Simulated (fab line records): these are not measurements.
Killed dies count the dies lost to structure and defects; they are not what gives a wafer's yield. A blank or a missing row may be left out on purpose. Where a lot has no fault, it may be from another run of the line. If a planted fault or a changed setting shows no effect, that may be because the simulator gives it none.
A lot that was struck, set against a sound lot :: flow nandHarc :: 14 steps out of a route of 1159
Sound: the wafers L725.1, L725.3, L725.5. Wafers L719.1, L719.3, L719.5 were the ones struck. Last of all comes the cause.
For every step that has rows: the tool of each side, followed by ch and its chambers, followed by its first start. Under that, the readings that differ: sound wafers :: struck wafers :: difference of the means :: sigmas: that difference in standard deviations of wafers without a fault.
alike: readings with means less than 2 such deviations apart, plus words and numbers identical on both sides. not compared: withheld readings, readings lacking a value on some wafer, bounds such as >300 that could conceal the same value, and numbers that have no deviation in the record and whose values overlap.
The two part at a step that has a row with sigmas, a row that says differs or no value, or rows on one side only. Numbers that don't overlap but have no deviation are shown without sigmas and don't part them. Lack of a reading on every wafer of one side parts them only where that side has two or more wafers.

first, 7 steps without rows for these wafers: NHARC_A_CONTACT_COAT_35 (time 65 s); NHARC_A_CONTACT_COAT_36 (resist thk 90 nm); NHARC_A_CONTACT_SOFTBAKE_37 (time 55 s); NHARC_A_CONTACT_EBR_38; NHARC_A_CONTACT_EXPOSE_39 (exposes mask A CC 3); NHARC_A_CONTACT_PEB_40 (peb time 65 s); NHARC_A_CONTACT_DEVELOP_41 (develop time 35 s).
NHARC_A_CONTACT_CD_MEAS_42 targets a cd of 200 nm.
  sound on cdSem-02 ch 0, day 21 11:51; struck on cdSem-01 ch 0, day 19 23:58
  alike: cdNm
NHARC_A_CONTACT_OVL_MEAS_43:
  sound on overlay-02 at day 21 11:56; struck on overlay-02 at day 20 00:04
  alike: overlayXNm, overlayYNm
NHARC_A_CONTACT_INSPECT_44:
  sound on defectInspect-02 at day 21 11:58; struck on defectInspect-01 at day 20 00:06
  alike: rawDefectCount
NHARC_A_CONTACT_DESCUM_47: chemistry O2, time 3 s.
  sound on rieDiel-06 ch 1,2, day 21 12:03; struck on rieDiel-03 ch 1,2, day 20 00:10
  alike: drypumpMotorCurrentA, oesProductAu, rfVppV, showerheadPlenumPTorr, throttleValvePct
  not compared: rfHoursCounterH
NHARC_A_CONTACT_ETCH_48: etches the open film in CF4, target depth 39 nm, time 65 s.
  sound on rieDiel-06 ch 0,1,2, day 21 12:16; struck on rieDiel-03 ch 1,2,3, day 20 00:16
  alike: biasW, cf4FlowSccm, drypumpMotorCurrentA, oesProductAu, rfVppV, showerheadPlenumPTorr, throttleValvePct
  not compared: rfHoursCounterH
NHARC_A_CONTACT_ETCH_49: etches the open film in N2/H2, target depth 260 nm, time 475.3 s.
  sound on rieDiel-06 ch 0,3, day 21 12:22; struck on rieDiel-03 ch 0,2,3, day 20 00:26
  no value came back on the struck wafers for any of 7 readings (biasW (W), chamberPressureMTorr (mTorr) and others); on the sound wafers biasW (W) reads 151.0 150.1 151.2
  not compared: rfHoursCounterH
NHARC_A_CONTACT_ETCH_50: etches the open film in CF4/CHF3, target depth 84.7 nm, time 42.4 s.
  sound on rieDiel-06 ch 0,1; struck on rieDiel-03 ch 1,2,3
  alike: biasW, cf4FlowSccm, drypumpMotorCurrentA, oesProductAu, rfVppV, showerheadPlenumPTorr, throttleValvePct
  not compared: rfHoursCounterH

## WHERE THEY PART
Only at NHARC_A_CONTACT_ETCH_49, within this record. Later steps at which nothing parts them and some readings are alike: NHARC_A_CONTACT_ETCH_50.

WHY: what had been put in by the simulator
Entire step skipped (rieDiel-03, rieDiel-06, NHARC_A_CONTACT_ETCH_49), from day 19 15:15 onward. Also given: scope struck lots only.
